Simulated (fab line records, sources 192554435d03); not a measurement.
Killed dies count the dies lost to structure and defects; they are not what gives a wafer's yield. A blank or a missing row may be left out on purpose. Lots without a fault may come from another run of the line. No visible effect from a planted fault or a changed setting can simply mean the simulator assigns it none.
Which of the tools did it? :: flow n5Finfet :: 30 wafers sampled from 10 lots at 1 step of a route of 1938

WHAT THE GAUGES SHOWED, per wafer
N5_BEOL_M5_THK_MEAS_01. Usual: M5_ILD_THK gives 121.1 nm (standard deviation 1.5).
lot: L419
measured: day 9 01:37
on: filmMetro-01
M5_ILD_THK (nm): 119.8 121.7 120.7
flag: 

lot: L424
measured: day 9 06:31
on: filmMetro-02
M5_ILD_THK (nm): 121.6 120.5 123.2
flag: 

lot: L423
measured: day 9 06:53
on: filmMetro-01
M5_ILD_THK (nm): 119.3 122.5 123.1
flag: 

lot: L425
measured: day 9 09:42
on: filmMetro-01
M5_ILD_THK (nm): 119.8 119.4 122.2
flag: 

lot: L426
measured: day 9 21:49
on: filmMetro-02
M5_ILD_THK (nm): 119.6 121.1 122.0
flag: 

lot: L432
measured: day 11 11:24
on: filmMetro-02
M5_ILD_THK (nm): 120.6 120.6 121.1
flag: 

lot: L434
measured: day 11 14:23
on: filmMetro-01
M5_ILD_THK (nm): 119.9 120.3 122.1
flag: 

lot: L435
measured: day 12 08:29
on: filmMetro-01
M5_ILD_THK (nm): 119.5 118.4 123.2
flag: 

lot: L437
measured: day 12 23:28
on: filmMetro-01
M5_ILD_THK (nm): 119.9 119.9 119.9
flag: 

lot: L441
measured: day 14 01:32
on: filmMetro-01
M5_ILD_THK (nm): 122.7 121.3 120.8
flag: 

WHICH TOOL RAN EACH LOT (tool, then ch and the chambers of the sampled wafers, then the start)
No process step before these readings appears in the record.

AS READ BY THE TOOLS THEMSELVES (means over the sampled wafers that have a number; for cases with no such wafer, the mark the record gives instead)
The record holds no such reading with a usual standard deviation.

THE ANSWER, worked out from the rows above alone
Rule: a lot is off if the mean of its wafers that have a number lies more than 3 standard deviations from the usual mean. A lot without any number at a reading at which 4 lots or more have one is off too. The other lots that the step has rows for count as sound. First the gauges in route order, then the tools' own readings, where a lot's mean is used as printed above. At the first step where some lot is off, the reading lying furthest off is the one used; lots without a number count as furthest.
No lot is off on any of the readings shown, so nothing can be concluded from this.

WHAT WAS PUT IN BY THE SIMULATOR
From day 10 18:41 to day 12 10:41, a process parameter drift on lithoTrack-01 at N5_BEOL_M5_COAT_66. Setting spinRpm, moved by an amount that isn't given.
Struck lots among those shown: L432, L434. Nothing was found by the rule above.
